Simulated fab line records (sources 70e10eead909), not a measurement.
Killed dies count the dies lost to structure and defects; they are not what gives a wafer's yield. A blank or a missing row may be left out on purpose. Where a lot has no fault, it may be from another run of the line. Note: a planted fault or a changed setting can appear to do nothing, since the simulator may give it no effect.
Struck lot and sound lot, side by side + flow nand-harc + 15 steps out of a route of 1302
Sound: the wafers L628.2, L628.5, L628.6. Struck: wafers L611.2, L611.5. (L611.3 of the same lot was not struck and is left out.) The cause comes at the end.
Per side, at each step with rows, come the tool, then ch with its chambers, and then its first start. Under that, the readings that differ: sound wafers + struck wafers + difference of the means + sigmas: that difference in standard deviations of wafers without a fault.
alike: a reading whose means differ by less than 2 such deviations, as well as words and numbers matching on both sides. not compared: withheld readings; readings where some wafer has no value; bounds like >300 that might hide an equal value; numbers whose values overlap and for which the record gives no deviation.
A row with sigmas, a row that says differs or no value, or rows on one side alone: a step with any of these is where the two part. Non-overlapping numbers with no deviation appear without sigmas and do not part them. Lack of a reading on every wafer of one side parts them only where that side has two or more wafers.

first, 3 steps without rows for these wafers: NHARC_A_CHANNEL_HOLE_D1_STRIP_41 (strips in N2/H2); NHARC_A_CHANNEL_HOLE_D1_STRIP_42 (strips in CF4/CHF3); NHARC_A_CHANNEL_HOLE_D1_STRIP_43 (strips in O2/COS).
NHARC_A_CHANNEL_HOLE_D1_ETCH_44: etches the open film in CF4/O2, target depth 140 nm, overetch 14 nm, time 77 s.
  sound on rie-diel-10 ch 0,1, day 16 03:17; struck on rie-diel-10 ch 0, day 9 17:54
| reading                | sound                | struck        | difference | sigmas |
|------------------------|----------------------|---------------|------------|--------|
| throttle-valve-pct (%) | 13.373 13.390 13.387 | 13.407 13.422 | +0.031     | +4     |
  alike: drypump-motor-current-A, oes_ar_750_au, oes_o_777_au, oes-product-au, rf-vpp-V, showerhead-plenum-p-Torr
  not compared: rf-hours-counter-h
NHARC_A_CHANNEL_HOLE_D1_STRIP_27: strips in O2.
  sound: rie-diel-10 ch 0,1; struck: rie-diel-10 ch 1,3
  alike: drypump-motor-current-A, oes-product-au, rf-vpp-V, showerhead-plenum-p-Torr, throttle-valve-pct
  not compared: rf-hours-counter-h
then, 2 steps without rows for these wafers: NHARC_A_CHANNEL_HOLE_D1_PRECLEAN_28 (cleans in SC1); NHARC_A_CHANNEL_HOLE_D1_SRD_29.
NHARC_A_CHANNEL_HOLE_D1_CD_MEAS_30:
  sound on cd-sem-03, day 16 04:05; struck on cd-sem-02, day 9 18:49
| reading    | sound          | struck    | difference | sigmas |
|------------|----------------|-----------|------------|--------|
| cd-nm (nm) | 90.2 90.6 90.2 | 87.0 85.6 | -4.0       | -3     |
NHARC_A_CHANNEL_HOLE_D1_XSEM_31:
  sound on xsem-02 ch 0, day 16 04:11; struck on xsem-01 ch 0, day 9 18:55
| reading        | sound          | struck    | difference | sigmas |
|----------------|----------------|-----------|------------|--------|
| bot-cd-nm (nm) | 74.6 75.6 74.6 | 71.4 70.1 | -4.2       | -3     |
  alike: bow-nm, tilt-deg
NHARC_A_CHANNEL_HOLE_D1_INSPECT_40:
  sound on defect-inspect-01, day 16 04:16; struck on defect-inspect-02, day 9 19:00
  alike: raw-defect-count
then, 2 steps without rows for these wafers: NHARC_A_CHANNEL_FILL_D1_PRECLEAN_00 (cleans in SC1); NHARC_A_CHANNEL_FILL_D1_SRD_01.
NHARC_A_CHANNEL_FILL_D1_ALD_02: deposits SiO2, target thk 6 nm, pulse time 10 s, ald cycles 60.
  sound on ald-hk-03 ch 0,1,3, day 16 04:37; struck on ald-hk-03 ch 0, day 9 19:23
| reading    | sound    | struck | difference | sigmas |
|------------|----------|--------|------------|--------|
| ald-cycles | 60 60 60 | 77 77  | +17        |        |
  alike: heater-power-w, precursor-pulse-height-rel
  not compared: since-wet-clean-h
NHARC_A_CHANNEL_FILL_D1_ALD_03: deposits SiNx, target thk 6 nm, pulse time 60 s, ald cycles 58.
  sound: ald-sin-batch-03 ch 0; struck: ald-sin-batch-03 ch 0
  alike: precursor-pulse-height-rel
  not compared: ald-cycles
-- the record jumps here: 15 days lie between the struck wafers' starts before and after (it left off in module A_CHANNEL_FILL_D1 and takes up again in module END, whose first step shown is number 1302 of the route) --
NHARC_END_SORT_01:
  sound on prober-02 ch 0, day 32 05:07; struck on prober-01 ch 0, day 25 06:55
  alike: killed-at-array, killed-at-other, killed-at-periphery, killed-dies, killed-open, killed-short

== WHERE THEY PART ==
Earliest at NHARC_A_CHANNEL_HOLE_D1_ETCH_44; latest, in this record, at NHARC_A_CHANNEL_HOLE_D1_XSEM_31. Later steps at which nothing parts them and some readings are alike: NHARC_A_CHANNEL_HOLE_D1_INSPECT_40, NHARC_A_CHANNEL_FILL_D1_ALD_02, NHARC_A_CHANNEL_FILL_D1_ALD_03, NHARC_END_SORT_01.

WHY: the cause the simulator had injected
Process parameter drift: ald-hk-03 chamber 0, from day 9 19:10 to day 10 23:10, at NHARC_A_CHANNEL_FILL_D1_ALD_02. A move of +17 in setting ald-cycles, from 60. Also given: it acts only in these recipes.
